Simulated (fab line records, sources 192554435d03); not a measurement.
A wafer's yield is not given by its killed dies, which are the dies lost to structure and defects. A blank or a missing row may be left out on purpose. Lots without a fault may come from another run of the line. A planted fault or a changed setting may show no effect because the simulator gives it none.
What tool caused it? | flow n5-finfet | 11 lots, 33 wafers sampled, at 2 steps of a route of 1938

== WHAT EACH GAUGE READ, for each wafer ==
N5_PASSIVATION_CD_MEAS_10: the cd target is 3000 nm.
lot  | measured     | on        | cd-nm (nm)
L770 | day 12 17:45 | cd-sem-03 | 2998.7 3000.9 3002.3
L772 | day 12 16:49 | cd-sem-02 | 3003.7 3002.2 2999.4
L776 | day 13 22:03 | cd-sem-02 | 2998.7 3000.3 2999.1
L777 | day 14 09:32 | cd-sem-03 | 3005.9 3001.2 3002.5
L778 | day 14 17:59 | cd-sem-03 | 2998.3 3000.5 3000.5
L779 | day 14 18:09 | cd-sem-03 | 3001.3 3000.5 3004.2
L780 | day 14 22:13 | cd-sem-03 | 2998.3 2999.6 2995.0
L781 | day 15 09:29 | cd-sem-01 | 3002.8 3004.6 3002.8
L782 | day 15 16:11 | cd-sem-03 | 3000.9 3000.9 3000.8
L787 | day 17 03:46 | cd-sem-03 | 3002.1 3002.0 3003.8
L791 | day 18 08:11 | cd-sem-01 | 3002.1 3001.5 3003.9

== WHAT TOOL EACH LOT RAN ON (gives the tool, then ch and the chambers of the sampled wafers, and finally the start) ==
lot  | N5_MOL_CONTACT_COAG_PRECLEAN_138
L770 | wet-bench-02 ch 2,4,7, day 5 14:39
L772 | wet-bench-02 ch 3,4,6, day 5 23:20
L776 | wet-bench-03 ch 0,2,5, day 7 01:49
L777 | wet-bench-02 ch 0,6,7, day 7 06:08
L778 | wet-bench-03 ch 5,6,7, day 7 14:33
L779 | wet-bench-05 ch 1,2,4, day 8 01:05
L780 | wet-bench-02 ch 0,2,5, day 8 04:21
L781 | wet-bench-03 ch 2,6,7, day 8 10:13
L782 | wet-bench-05 ch 0,6,7, day 8 21:03
L787 | wet-bench-03 ch 1,3,5, day 9 22:24
L791 | wet-bench-03 ch 0,5,6, day 11 00:23
- N5_MOL_CONTACT_COAG_PRECLEAN_138: cleans in alkaline clean, time 60 s.

== THE ANSWER, worked out from the rows above alone ==
Rule: the lots themselves supply what counts as usual. The widest of any qualifying gaps counts: lots, ordered by their means at a reading, are off when they make up no more than a third of the lots, leave a main group of 4 or more, and stand apart from it by 3 or more times the standard deviation of that group's means. Not used: any main group whose means are identical at the precision the tables above print for the reading. Also off: a lot with no number at a reading for which 4 or more lots have one. The other lots that the step has rows for count as sound.
No lot is off on any of the readings shown, so nothing can be concluded from this.

== WHAT THE SIMULATOR PUT IN ==
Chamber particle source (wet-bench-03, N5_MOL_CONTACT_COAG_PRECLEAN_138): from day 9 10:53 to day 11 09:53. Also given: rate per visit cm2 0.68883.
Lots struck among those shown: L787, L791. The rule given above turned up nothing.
